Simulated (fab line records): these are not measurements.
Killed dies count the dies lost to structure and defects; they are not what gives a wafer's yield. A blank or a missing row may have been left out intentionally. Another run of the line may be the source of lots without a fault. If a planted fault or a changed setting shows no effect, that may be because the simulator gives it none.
fab line records ; flow nand_harc
[record] lots = 5; wafers = 15; last_day = 24
route steps=1159 shown A_STAIRCASE@520 END@1159
lots with no fault: from the same line, run without faults
start_h: the number of hours between the record's first day and the start of the first shown wafer of the lot ; wait_h: hours since the lot's step before ; " repeats the value in the row above ; L1.1+2: a single row standing in for several wafers ; - no value, or no start given ; * or withheld: withheld ; < > ~ a bound
route shown NAME@n: names a module that has steps shown in the file, with the first one's number in the route ; usual: mean/standard deviation taken from wafers without a fault ; same: alike in all rows ; chamber/n: place in a boat ; sites: readings site by site ; _std_site: the values' standard deviation ; _edge_site: outer sites' mean less inner sites' ; radius_mm: how far each site lies from the wafer's centre ; mask NAME#n: copy n ; behind: the most recent tool/chamber to have shaped the wafer ; hold: cause of the lot's hold/its duration in hours/its outcome ; device: whichever transistor did not switch (one of n, p or np) ; end of line: at the end of the route, the tests of the same wafers ; where a step has no rows: the recipe by itself ; killed: at the first sort, the dies lost to defects and structure; wafer yield is something else ; map: per-die view of a wafer (x killed, . not killed, _ where there is no die)
set.NAME: the setting as run; set.NAME@STEP: as run at that earlier step ; model.NAME: the simulator's own value behind a step, which no gauge read
a table for each step, a row for each wafer; lots at some steps of the route
services: a tool's chamber out of use, with start hour (start_h, from the record's first day; less than 0 if before it), hours out, and reason
[[steps]]
[step NHARC_A_STAIRCASE_DEHYDRATE_158]
[recipe] temp_c = 150; time_s = 120
[step NHARC_A_STAIRCASE_HMDS_159]
[recipe] time_s = 30
[step NHARC_A_STAIRCASE_COAT_160]
[recipe] spin_rpm = 1200
[step NHARC_A_STAIRCASE_SOFTBAKE_161]
[recipe] temp_c = 135; time_s = 170
[step NHARC_A_STAIRCASE_EBR_162]
[step NHARC_A_STAIRCASE_EXPOSE_163]
[recipe] na = 0.5; dose_mj = 20.01; mask_id = STAIR_OPEN
[step NHARC_A_STAIRCASE_PEB_164]
[recipe] peb_temp_c = 115; peb_time_s = 130
[step NHARC_A_STAIRCASE_DEVELOP_165]
[recipe] time_s = 140
[step NHARC_A_STAIRCASE_HARDBAKE_167]
[recipe] temp_c = 120; time_s = 140
[step NHARC_A_STAIRCASE_DESCUM_168]
[recipe] time_s = 3; o2_flow_sccm = 200; ar_flow_sccm = 0; bias_power_w = 0; chemistry = O2
[usual] drypump_motor_current_A = 5.5/0.46; oes_product_au = 1.001/0.01; rf_vpp_V = 57.8/1; showerhead_plenum_p_Torr = 1.91/0.089; throttle_valve_pct = 11.311/0.0089
lot.wafer;tool;chamber;start_h;wait_h;drypump_motor_current_A;oes_product_au;rf_hours_counter_h;rf_vpp_V;showerhead_plenum_p_Torr;throttle_valve_pct
L535.3;rie_diel-11;2;243.14;-;5.9;0.990;10;59.1;2.07;11.335
L535.2;rie_diel-11;1;243.14;-;5.9;1.000;15;55.8;1.81;11.320
L535.5;rie_diel-11;2;243.14;-;5.9;0.983;-;57.4;2.07;11.312
L537.2;rie_diel-10;3;243.31;-;6.2;1.000;21;57.2;1.79;11.310
L537.4;rie_diel-10;2;243.31;-;5.3;1.003;21;57.7;1.88;11.315
L537.6;rie_diel-10;3;243.31;-;6.2;1.002;-;55.6;1.79;11.325
L538.4;rie_diel-10;2;257.43;-;5.3;1.002;27;57.7;1.87;11.312
L538.2;rie_diel-10;0;257.43;-;5.3;1.001;28;59.3;1.92;11.304
L538.1;rie_diel-10;1;257.43;-;5.1;1.004;29;58.9;1.97;11.322
L551.2;rie_diel-09;1;330.63;-;4.7;1.005;23;58.0;1.99;11.309
L551.1;rie_diel-09;3;330.63;-;5.7;1.022;25;55.5;1.79;11.310
L551.5;rie_diel-09;1;330.63;-;4.7;0.996;-;58.0;1.99;11.309
L558.3;rie_diel-09;2;376.59;-;5.5;1.002;43;58.6;1.90;11.303
L558.6;rie_diel-09;2;376.59;-;5.5;1.010;-;57.5;1.90;11.320
L558.5;rie_diel-09;0;376.59;-;5.5;1.003;-;58.4;1.86;11.320
[step NHARC_A_STAIRCASE_ETCH_169]
[recipe] target_depth_a = 500; time_s = 107.1; ion_energy_ev = 120; ch3f_flow_sccm = 50; o2_flow_sccm = 30; ar_flow_sccm = 200; rf_w = 500; bias_w = 100; chemistry = CH3F/O2
[usual] bias_w = 100.02/0.26; ch3f_flow_sccm = 49.96/0.16; drypump_motor_current_A = 5.5/0.45; oes_product_au = 0.947/0.022; rf_fwd_power_W = 497.1/1.9; rf_vpp_V = 244.4/1.7; showerhead_plenum_p_Torr = 2.46/0.11; throttle_valve_pct = 20.663/0.0087
lot.wafer;tool;chamber;start_h;wait_h;bias_w;ch3f_flow_sccm;drypump_motor_current_A;oes_product_au;rf_fwd_power_W;rf_hours_counter_h;rf_vpp_V;showerhead_plenum_p_Torr;throttle_valve_pct
L535.2;rie_diel-11;1;243.22;0.1;100.27;50.13;5.9;0.969;496.5;15;243.2;2.34;20.660
L535.3;rie_diel-11;2;243.22;0.1;100.09;50.02;5.9;0.945;497.0;10;246.8;2.66;20.659
L535.5;rie_diel-11;1;243.22;0.1;100.03;50.10;5.9;0.967;497.7;-;242.8;2.34;20.668
L537.4;rie_diel-10;2;243.40;0.1;100.47;49.96;5.3;0.990;502.0;21;244.4;2.41;20.678
L537.2;rie_diel-10;3;243.40;0.1;99.69;49.95;6.1;0.964;500.6;21;241.7;2.30;20.672
L537.6;rie_diel-10;2;243.40;0.1;100.36;49.88;5.3;0.978;499.6;-;244.5;2.41;20.655
L538.1;rie_diel-10;1;259.52;2.0;100.04;50.03;5.1;0.911;495.8;30;245.5;2.53;20.666
L538.4;rie_diel-10;3;259.52;2.0;100.23;49.95;6.2;0.913;495.7;29;240.9;2.30;20.664
L538.2;rie_diel-10;0;259.52;2.0;100.35;49.74;5.3;0.924;498.4;30;245.7;2.47;20.652
L551.2;rie_diel-09;1;330.71;0.1;99.74;49.97;4.8;0.957;499.5;23;244.5;2.55;20.663
L551.1;rie_diel-09;2;330.71;0.1;99.94;50.18;5.5;0.974;497.3;23;246.8;2.45;20.664
L551.5;rie_diel-09;2;330.71;0.1;100.64;50.20;5.5;0.975;496.0;-;243.0;2.45;20.647
L558.3;rie_diel-09;1;376.70;0.1;99.74;49.92;4.7;0.921;497.3;42;244.9;2.55;20.671
L558.5;rie_diel-09;2;376.70;0.1;100.15;50.22;5.5;0.930;497.4;-;243.5;2.44;20.660
L558.6;rie_diel-09;1;376.70;0.1;99.49;49.98;4.7;0.927;499.2;-;246.2;2.55;20.670
[step NHARC_A_STAIRCASE_ETCH_170]
[recipe] target_depth_a = 2000; time_s = 66.667; ion_energy_ev = 250; c4f6_flow_sccm = 25; o2_flow_sccm = 20; ar_flow_sccm = 500; rf_w = 600; bias_w = 500; chemistry = C4F6/O2
[usual] bias_w = 499.8/1.5; c4f6_flow_sccm = 25.01/0.073; drypump_motor_current_A = 5.5/0.43; oes_product_au = 0.969/0.017; rf_fwd_power_W = 594.9/2.5; rf_vpp_V = 547/3.3; showerhead_plenum_p_Torr = 3.92/0.16; throttle_valve_pct = 26.903/0.0084
lot.wafer;tool;chamber;start_h;wait_h;bias_w;c4f6_flow_sccm;drypump_motor_current_A;oes_product_au;rf_fwd_power_W;rf_hours_counter_h;rf_vpp_V;showerhead_plenum_p_Torr;throttle_valve_pct
L535.3;rie_diel-11;0;243.34;-;499.8;24.98;6.5;0.956;593.1;15;552;4.22;26.908
L535.2;rie_diel-11;1;243.34;-;497.7;24.90;5.9;0.981;599.1;16;542;3.74;26.901
L535.5;rie_diel-11;1;243.34;-;500.6;24.94;6.0;0.980;595.4;-;543;3.74;26.905
L537.4;rie_diel-10;2;243.53;-;498.9;25.11;5.3;0.987;595.5;21;546;3.86;26.893
L537.2;rie_diel-10;3;243.53;-;501.4;24.95;6.2;0.964;593.8;21;542;3.69;26.913
L537.6;rie_diel-10;2;243.53;-;499.3;25.14;5.3;0.982;596.0;-;544;3.86;26.917
L538.2;rie_diel-10;3;259.69;-;503.3;25.02;6.2;0.965;596.1;29;541;3.68;26.903
L538.4;rie_diel-10;0;259.69;-;500.4;25.00;5.3;0.962;590.6;30;547;3.94;26.897
L538.1;rie_diel-10;1;259.69;-;498.7;24.92;5.1;1.073;691.5;30;548;4.04;26.899
L551.1;rie_diel-09;1;330.83;-;499.5;24.88;4.7;0.963;595.6;23;550;4.07;26.900
L551.2;rie_diel-09;2;330.83;-;499.6;25.01;5.5;0.985;595.1;23;547;3.92;26.901
L551.5;rie_diel-09;2;330.83;-;498.5;25.04;5.5;0.987;592.6;-;549;3.91;26.914
L558.3;rie_diel-09;2;376.81;-;499.5;24.92;5.5;0.958;596.9;43;546;3.90;26.908
L558.6;rie_diel-09;2;376.81;-;497.7;24.95;5.5;0.947;595.7;-;545;3.90;26.907
L558.5;rie_diel-09;0;376.81;-;499.6;24.94;5.4;0.940;591.4;-;546;3.83;26.902
[step NHARC_A_STAIRCASE_STRIP_171]
[recipe] power_w = 1500; temp_c = 250; chemistry = O2
[usual] drypump_motor_current_A = 5.6/0.43; heater_power_w = 306/42
lot.wafer;tool;chamber;start_h;wait_h;drypump_motor_current_A;heater_power_w;rf_hours_counter_h
L535.2;plasma_asher-01;1;243.45;-;6.1;365;44
L535.3;plasma_asher-01;0;243.45;-;5.1;257;-
L535.5;plasma_asher-01;0;243.45;-;5.1;263;-
L537.2;plasma_asher-01;1;243.78;-;6.2;373;45
L537.4;plasma_asher-01;0;243.78;-;5.1;262;-
L537.6;plasma_asher-01;0;243.78;-;5.1;265;-
L538.2;plasma_asher-02;0;260.06;-;5.3;296;23
L538.1;plasma_asher-02;1;260.06;-;5.8;304;23
L538.4;plasma_asher-02;1;260.06;-;5.8;306;-
L551.1;plasma_asher-01;0;330.94;-;5.1;252;14
L551.2;plasma_asher-01;1;330.94;-;6.1;370;14
L551.5;plasma_asher-01;1;330.94;-;6.1;366;-
L558.3;plasma_asher-01;0;377.04;-;5.1;257;-
L558.6;plasma_asher-01;0;377.04;-;5.1;252;-
L558.5;plasma_asher-01;1;377.04;-;6.1;381;-
[step NHARC_END_SORT_01]
[recipe] temp_c = 25
[usual] killed_at_array = 29/11; killed_at_other = 0.7/1.1; killed_at_periphery = 2.9/2.2; killed_dies = 33/11; killed_open = 3.1/1.8; killed_short = 1.9/1.4
[same] gross_dies = 677
lot.wafer;tool;chamber;start_h;wait_h;killed_at_array;killed_at_other;killed_at_periphery;killed_dies;killed_open;killed_short
L538.1;prober-02;0;469.10;2.5;19;0;2;21;3;1
L538.2;prober-02;0;469.90;2.8;35;1;2;38;8;6
L538.4;prober-02;0;471.50;3.4;19;0;3;22;2;3
// killed by level:class
L538.1 A_CHANNEL_HOLE_D1:chamber_film_flake=10 A_CONTACT:chamber_film_flake=3 P_CONTACT:geometric_particle:open=1 A_ONON_D1:geometric_particle:open=1 A_CONTACT:geometric_particle:open=1 A_M1:geometric_particle:short=1 P_M2:chamber_film_flake=1 A_ZERO_WELL:chamber_film_flake=1
L538.2 A_CHANNEL_HOLE_D1:chamber_film_flake=17 A_ONON_D1:geometric_particle:short=2 A_CHANNEL_FILL_D1:geometric_particle:open=2 A_WL_FILL:geometric_particle:open=2 A_CONTACT:geometric_particle:open=2 A_ZERO_WELL:chamber_film_flake=2 A_CONTACT:chamber_film_flake=2 P_M0:geometric_particle:open=1
L538.4 A_CHANNEL_HOLE_D1:chamber_film_flake=13 A_WL_FILL:geometric_particle:short=2 P_CONTACT:geometric_particle:open=1 A_WL_FILL:geometric_particle:open=1 A_M1:geometric_particle:short=1 P_GATE:chamber_film_flake=1 P_BONDPAD:chamber_film_flake=1 A_STAIRCASE:chamber_film_flake=1
[[services]]
tool;chamber;start_h;hours;kind
rie_diel-10;0;219.55;4.4;repair
rie_diel-11;3;222.43;15.8;repair
rie_diel-09;0;234.33;-;clean
rie_diel-09;1;234.33;-;clean
rie_diel-09;2;234.33;-;clean
rie_diel-09;3;234.33;-;clean
rie_diel-10;0;234.65;-;clean
rie_diel-10;1;234.65;-;clean
rie_diel-10;2;234.65;-;clean
rie_diel-10;3;234.65;-;clean
rie_diel-09;-;254.16;9.0;pm
rie_diel-09;0;254.16;9.0;vent_cycle
rie_diel-09;1;254.16;9.0;vent_cycle
rie_diel-09;2;254.16;9.0;vent_cycle
rie_diel-10;2;262.69;2.8;repair
plasma_asher-01;-;276.00;9.0;pm
plasma_asher-02;-;286.69;1.3;repair
rie_diel-11;1;303.45;4.2;repair
rie_diel-10;1;321.61;9.0;repair
rie_diel-10;2;332.57;1.5;repair
rie_diel-10;-;353.52;9.0;pm
rie_diel-09;3;361.78;33.2;repair
rie_diel-11;-;366.57;9.0;pm
plasma_asher-02;-;366.65;9.0;pm
[[key]]
[first_sign] step = NHARC_A_STAIRCASE_ETCH_170; reading = rf_fwd_power_W; direction = up; sigmas = 39; usual = *; struck = *
[effect] step = NHARC_A_STAIRCASE_ETCH_170; reading = oes_product_au; direction = up; sigmas = 6.1; usual = 0.969; struck = 1.073
met_at NHARC_A_STAIRCASE_ETCH_170
struck_wafers L538.1
tester_left_out L538
[fault] kind = process_parameter_drift; tool = rie_diel-10; chamber = 1; onset_h = 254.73; steps = NHARC_A_STAIRCASE_ETCH_170; channel = rf_w; offset = *; shape = step; end_h = 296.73; acts_in = *; stated = *
// tester_left_out: of these lots the tester's yield and bins aren't shown, on N5 and GAA mostly nor the transistor test; their killed dies are dies lost to structure and defects alone, not to doping, threshold or leakage, so they don't give the yield
